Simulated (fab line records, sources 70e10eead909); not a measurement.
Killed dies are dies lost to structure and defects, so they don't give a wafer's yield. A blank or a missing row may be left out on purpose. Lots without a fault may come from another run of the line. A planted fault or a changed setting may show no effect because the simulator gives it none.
Which tool did it? | flow nand_harc | 14 lots, 41 wafers sampled, at 6 steps of a route of 1159

WHAT THE GAUGES READ, wafer by wafer
NHARC_P_BONDPAD_INSPECT_23.
lot  | measured     | on                | raw_defect_count
L837 | day 6 10:47  | defect_inspect-02 | 280 370 369
L838 | day 6 22:07  | defect_inspect-01 | 360 151 260
L840 | day 7 04:56  | defect_inspect-02 | 437 476 310
L841 | day 7 05:42  | defect_inspect-01 | 215 446 308
L839 | day 7 06:16  | defect_inspect-01 | 261 341 619
L843 | day 8 02:32  | defect_inspect-02 | 354 277 275
L846 | day 8 14:57  | defect_inspect-01 | 204 359 323
L847 | day 8 22:25  | defect_inspect-01 | 469 195 228
L848 | day 9 15:57  | defect_inspect-02 | 431 277 315
L849 | day 9 16:43  | defect_inspect-01 | 491 349 375
L851 | day 10 08:46 | defect_inspect-01 | 317 325 397
L852 | day 10 09:23 | defect_inspect-01 | 558 464 371
L854 | day 10 23:52 | defect_inspect-02 | 148 185
L860 | day 12 08:06 | defect_inspect-02 | 368 336 296

NHARC_A_ZERO_WELL_CD_MEAS_10: target cd 2000 nm.
lot  | measured     | on        | cd_nm (nm)
L837 | day 6 12:11  | cd_sem-03 | 1999.1 1998.7 2000.2
L838 | day 6 23:29  | cd_sem-02 | 1999.2 2001.9 1997.1
L840 | day 7 06:12  | cd_sem-02 | 1999.7 1999.8 2000.5
L841 | day 7 07:01  | cd_sem-03 | 2001.7 1999.0 2003.9
L839 | day 7 07:28  | cd_sem-02 | 2002.0 2000.4 2002.7
L843 | day 8 03:51  | cd_sem-02 | 2002.3 2000.8 2003.2
L846 | day 8 16:08  | cd_sem-03 | 2004.3 2001.9 2005.5
L847 | day 8 23:35  | cd_sem-02 | 1999.4 2002.6 1999.0
L848 | day 9 17:16  | cd_sem-02 | 2000.0 1999.0 1999.0
L849 | day 9 18:11  | cd_sem-01 | 2001.2 2000.7 2001.6
L851 | day 10 10:05 | cd_sem-02 | 2001.9 2003.2 2000.5
L852 | day 10 10:34 | cd_sem-03 | 2001.8 2002.2 2001.3
L854 | day 11 01:12 | cd_sem-03 | 1998.7 1997.9
L860 | day 12 09:17 | cd_sem-01 | 2000.1 2001.6 2002.9

NHARC_A_SOURCE_PLATE_THK_MEAS_09: measures by ellipsometry.
lot  | measured     | on            | thk_nm (nm)
L837 | day 6 18:19  | film_metro-01 | 9.5 10.1 10.9
L838 | day 7 08:41  | film_metro-02 | 9.1 9.6 9.7
L840 | day 7 14:56  | film_metro-01 | 11.4 10.6 10.9
L841 | day 7 14:55  | film_metro-02 | 7.8 9.8 9.5
L839 | day 7 14:55  | film_metro-01 | 8.7 8.9 9.0
L843 | day 8 13:35  | film_metro-01 | 9.8 9.0 10.2
L846 | day 9 01:01  | film_metro-01 | 9.3 9.4 10.0
L847 | day 9 08:42  | film_metro-02 | 11.7 9.6 8.6
L848 | day 10 02:44 | film_metro-01 | 8.2 8.6 9.6
L849 | day 10 02:44 | film_metro-02 | 8.0 10.5 8.1
L851 | day 10 18:43 | film_metro-01 | 11.4 10.8 8.5
L852 | day 10 18:43 | film_metro-02 | 9.8 8.2 9.4
L854 | day 11 10:03 | film_metro-01 | 8.6 8.6
L860 | day 12 16:56 | film_metro-01 | 9.7 10.1 10.7

NHARC_A_ONON_D1_THK_MEAS_02: measures by ellipsometry.
lot  | measured     | on            | thk_nm (nm)
L837 | day 7 08:06  | film_metro-01 | 1005 1007 1003
L838 | day 7 22:24  | film_metro-02 | 998 996 996
L840 | day 8 04:40  | film_metro-01 | 1000 1000 1001
L841 | day 8 04:43  | film_metro-02 | 1005 1005 1007
L839 | day 8 04:40  | film_metro-02 | 1000 1000 1000
L843 | day 9 04:32  | film_metro-02 | 1005 1006 1005
L846 | day 9 14:47  | film_metro-01 | 1010 1012 1009
L847 | day 9 23:46  | film_metro-01 | 1003 1001 1002
L848 | day 10 16:38 | film_metro-02 | 990 989 988
L849 | day 10 16:37 | film_metro-02 | 1010 1008 1009
L851 | day 11 08:13 | film_metro-02 | 1003 1005 1005
L852 | day 11 08:13 | film_metro-01 | 998 998 999
L854 | day 12 00:16 | film_metro-01 | 1428 996
L860 | day 13 08:56 | film_metro-02 | 1436 1002 1436

NHARC_END_SORT_01.
lot  | measured     | on        | killed_at_array | killed_at_other | killed_at_periphery | killed_dies | killed_open | killed_short
L837 | day 19 09:50 | prober-02 | 25 35 22        | 1 0 1           | 3 3 3               | 29 38 26    | 4 11 4      | 1 4 3
L838 | day 20 05:32 | prober-02 | 33 35 28        | 0 0 1           | 0 0 2               | 33 35 31    | 3 5 2       | 3 1 3
L840 | day 20 06:18 | prober-01 | 27 23 24        | 0 0 0           | 9 8 10              | 36 31 34    | 3 5 4       | 3 2 5
L841 | day 19 21:44 | prober-02 | 28 29 17        | 1 0 0           | 0 2 1               | 29 31 18    | 3 4 7       | 2 3 1
L839 | day 20 14:07 | prober-01 | 24 28 24        | 1 0 0           | 2 4 3               | 27 32 27    | 3 0 6       | 2 6 5
L843 | day 21 03:25 | prober-01 | 24 25 25        | 1 3 1           | 1 2 2               | 26 30 28    | 3 2 1       | 1 2 1
L846 | day 21 13:59 | prober-02 | 16 27 21        | 0 0 0           | 3 4 2               | 19 31 23    | 3 4 3       | 2 3 0
L847 | day 21 21:26 | prober-01 | 16 22 14        | 0 0 1           | 1 2 4               | 17 24 19    | 3 1 3       | 2 2 2
L848 | day 23 01:47 | prober-01 | 43 30 29        | 4 0 2           | 1 2 5               | 48 32 36    | 1 2 2       | 1 0 1
L849 | day 22 04:27 | prober-01 | 20 24 20        | 3 2 3           | 5 1 3               | 28 27 26    | 4 5 1       | 3 1 4
L851 | day 23 01:43 | prober-02 | 26 36 18        | 1 1 0           | 7 1 1               | 34 38 19    | 2 3 2       | 1 5 1
L852 | day 23 09:38 | prober-02 | 13 20 20        | 2 1 2           | 2 2 1               | 17 23 23    | 2 2 2       | 0 4 1
L854 | day 24 09:04 | prober-01 | 675 29          | 0 1             | 2 2                 | 677 32      | 6 4         | 4 1
L860 | day 25 05:31 | prober-02 | 673 29 675      | 0 3 0           | 4 2 2               | 677 34 677  | 3 2 2       | 0 3 4

WHICH TOOL RAN EACH LOT (tool, then ch and the chambers of the sampled wafers, then the start)
lot  | NHARC_A_ONON_D1_DEP_00
L837 | pecvd_onon-02 ch 0, day 7 07:38
L838 | pecvd_onon-01 ch 0, day 7 21:52
L840 | pecvd_onon-01 ch 0, day 8 04:13
L841 | pecvd_onon-02 ch 0, day 8 04:12
L839 | pecvd_onon-04 ch 0, day 8 04:13
L843 | pecvd_onon-02 ch 0, day 9 04:01
L846 | pecvd_onon-04 ch 0, day 9 14:17
L847 | pecvd_onon-01 ch 0, day 9 23:18
L848 | pecvd_onon-04 ch 0, day 10 16:07
L849 | pecvd_onon-02 ch 0, day 10 16:06
L851 | pecvd_onon-02 ch 0, day 11 07:42
L852 | pecvd_onon-01 ch 0, day 11 07:42
L854 | pecvd_onon-01 ch 0, day 11 23:59
L860 | pecvd_onon-01 ch 0, day 13 08:26
- NHARC_A_ONON_D1_DEP_00: target thk 1000 nm.

WHAT THE TOOLS THEMSELVES READ (means of the sampled wafers that have a number; where no wafer has one, the mark that the record gives instead)
The record holds no such reading with a usual standard deviation.

THE ANSWER, worked out from the rows above alone
Rule: what is usual is taken from the lots themselves. Put in order of their means at a reading, lots are off if they are a third of the lots or fewer, leave a main group of 4 or more, and stand apart from it by a gap of 3 or more times the standard deviation of the main group's means; of several such gaps the widest counts. A main group whose means are all the same, to the digits that the tables above print for the reading, isn't used. A lot without any number at a reading at which 4 lots or more have one is off too. The other lots that the step has rows for count as sound. The gauges are gone through in route order, then the tools' own readings, and for those a lot's mean is taken as printed above. The first step at which some lot is off is used, and at that step the reading that is off furthest; a lot without a number counts as furthest.
Off: L854, L860, at NHARC_A_ONON_D1_THK_MEAS_02 (thk_nm). The main group: mean 1002 nm, standard deviation 5.6.
A tool fits if, at a process step before that reading, it ran every lot that is off, and no sound lot after the first of them. The gauges at NHARC_A_ONON_D1_THK_MEAS_02 aren't tried: what is off there is off at NHARC_END_SORT_01 too, on other tools, and a gauge's error can't cause that. One fits: pecvd_onon-01 at NHARC_A_ONON_D1_DEP_00. Its last sound lot is L852 (day 11 07:42), its first lot that is off L854 (day 11 23:59): a fault that began between those two fits.

WHAT THE SIMULATOR HAD PUT IN
Process parameter drift: pecvd_onon-01, from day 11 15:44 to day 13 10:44, at NHARC_A_ONON_D1_DEP_00. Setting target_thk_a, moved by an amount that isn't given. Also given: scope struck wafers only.
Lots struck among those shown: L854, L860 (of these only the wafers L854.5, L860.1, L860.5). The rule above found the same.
